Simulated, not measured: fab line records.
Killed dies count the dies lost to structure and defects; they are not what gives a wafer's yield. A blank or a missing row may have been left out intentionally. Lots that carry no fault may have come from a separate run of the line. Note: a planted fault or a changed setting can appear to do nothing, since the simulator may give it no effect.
Split-lot trial	flow n5Finfet	on a route of 1938 steps: 7 lots, 39 wafers read

## ON THE SPLIT
At N5_HKMG_FIN_ETCH_32 (etches SOC in N2/H2, target depth 240 nm, time 300 s), the setting biasW was moved away from the recipe's 150 W on 15 of the 39 wafers read, by -10.9% to +12.7%. All remaining wafers had this setting at the recipe value.

The reading is taken at the split's own step.

## THE READING
rfVppV, in V, at N5_HKMG_FIN_ETCH_32 (etches SOC in N2/H2, target depth 240 nm, time 300 s). On this fab line, fault-free wafers typically give 524.5 V with a standard deviation of 2.9 V.

wafer	tool, chamber at the split	biasW as run, W	against the recipe	rfVppV, V	against lot-mates on the recipe
L074.1	rieDiel-02, 2	150	recipe	527.6	-
L074.2	rieDiel-02, 3	160.6	+7.1%	544.2	+18.8
L074.3	rieDiel-02, 0	150	recipe	521.3	-
L074.4	rieDiel-02, 1	160.6	+7.1%	551.3	+25.9
L074.5	rieDiel-02, 2	150	recipe	527.4	-
L074.6	rieDiel-02, 3	160.6	+7.1%	544.4	+19.0
L077.1	rieDiel-02, 1	169.1	+12.7%	567.8	+43.3
L077.2	rieDiel-02, 0	150	recipe	520.4	-
L077.3	rieDiel-02, 2	169.1	+12.7%	570.1	+45.6
L077.4	rieDiel-02, 3	169.1	+12.7%	562.9	+38.4
L077.5	rieDiel-02, 2	150	recipe	527.2	-
L077.6	rieDiel-02, 1	150	recipe	526.0	-
L081.1	rieDiel-05, 1	150	recipe	521.1	-
L081.2	rieDiel-05, 2	150	recipe	525.9	-
L081.6	rieDiel-05, 3	150	recipe	526.0	-
L085.1	rieDiel-05, 0	150	recipe	526.1	-
L085.2	rieDiel-05, 2	150	recipe	525.0	-
L085.3	rieDiel-05, 1	162.6	+8.4%	548.4	+22.2
L085.4	rieDiel-05, 3	150	recipe	527.6	-
L085.5	rieDiel-05, 2	162.6	+8.4%	554.7	+28.5
L085.6	rieDiel-05, 3	162.6	+8.4%	554.4	+28.2
L089.1	rieDiel-05, 3	133.7	-10.9%	488.4	-37.6
L089.2	rieDiel-05, 0	133.7	-10.9%	489.1	-36.9
L089.3	rieDiel-05, 2	150	recipe	525.6	-
L089.4	rieDiel-05, 0	133.7	-10.9%	488.7	-37.3
L089.5	rieDiel-05, 2	150	recipe	526.4	-
L089.6	rieDiel-05, 3	150	recipe	526.1	-
L095.1	rieDiel-02, 0	150	recipe	520.5	-
L095.2	rieDiel-02, 3	150	recipe	521.3	-
L095.3	rieDiel-02, 1	150	recipe	526.0	-
L095.4	rieDiel-02, 2	150	recipe	526.5	-
L095.5	rieDiel-02, 3	150	recipe	521.4	-
L095.6	rieDiel-02, 2	150	recipe	526.6	-
L096.1	rieDiel-04, 1	150	recipe	521.3	-
L096.2	rieDiel-04, 3	150	recipe	525.9	-
L096.3	rieDiel-04, 0	168.3	+12.2%	567.7	+44.2
L096.4	rieDiel-04, 2	150	recipe	523.4	-
L096.5	rieDiel-04, 0	168.3	+12.2%	567.3	+43.8
L096.6	rieDiel-04, 3	168.3	+12.2%	565.5	+42.0

FIT RESULTS
A straight line over all 39 wafers: rfVppV changes by +3.33 V for each +1% of biasW; r = +0.99; the points scatter about the line by 2.6 V.
The same after taking each lot's own level away (the mean of its wafers on the recipe; 39 wafers): +3.37 V for each +1%; r = +0.99; scatter 2.6 V.
That fit puts the effect of the largest move of biasW on the reading at 43 V.
From 523.53 to 526.23 V: that is the span of the lots' own levels, equal to 0.9 times the standard deviation above.
Hence the lot-to-lot level has little effect on the slope; both slopes agree.
Check: +42.6 V against its lot-mates is what the line predicts for one of the wafers moved furthest among these (+12.7%) when that wafer is left out of the fit. It came out at +43.3 V against them.
Tool readings at the split's step, against how far the setting was moved: rfVppV r = +0.99.

## THESE WAFERS: OTHER SPLITS
Note: prior to the reading, these wafers also went through further splits. Each is held against what the fit with the lots' levels taken away leaves over:
other split on the same wafers	wafers away from the commonest value	r with rfVppV (lot level and that fit taken away)
N5_DUMMY_GATE_EXPOSE_12 doseMj	9	-0.18
N5_DUMMY_GATE_ETCH_37 sourceW	18	+0.01
N5_DUMMY_GATE_ETCH_31 targetDepthA	12	+0.03
N5_DUMMY_GATE_ETCH_32 timeS	12	-0.08
N5_HKMG_FIN_ETCH_55 timeS	15	-0.10

## THE WHOLE CHAIN: every reading that the file lists as answering this split, in the file's order
step	what it does	reading	change (the file's fit)	r (the file's)
N5_HKMG_FIN_ETCH_32	etches SOC in N2/H2, target depth 240 nm, time 300 s	rfVppV	+3.36 V for each +1% of the setting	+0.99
N5_HKMG_FIN_ETCH_32	etches SOC in N2/H2, target depth 240 nm, time 300 s	HKMG_FIN.featureDepthNm (the simulator's own value, which no gauge read)	+1.18 nm for each +1% of the setting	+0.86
N5_HKMG_FIN_ETCH_32	etches SOC in N2/H2, target depth 240 nm, time 300 s	etch.depthNm (the simulator's own value, which no gauge read)	+1.18 nm for each +1% of the setting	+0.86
N5_HKMG_FIN_ETCH_32	etches SOC in N2/H2, target depth 240 nm, time 300 s	SiARC_of_HKMG_FIN_COAT_30.thkNm (the simulator's own value, which no gauge read)	-0.158 nm for each +1% of the setting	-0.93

## THE FILE'S OWN FIT
rfVppV changes by +3.36 V for each +1% of biasW, r = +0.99.
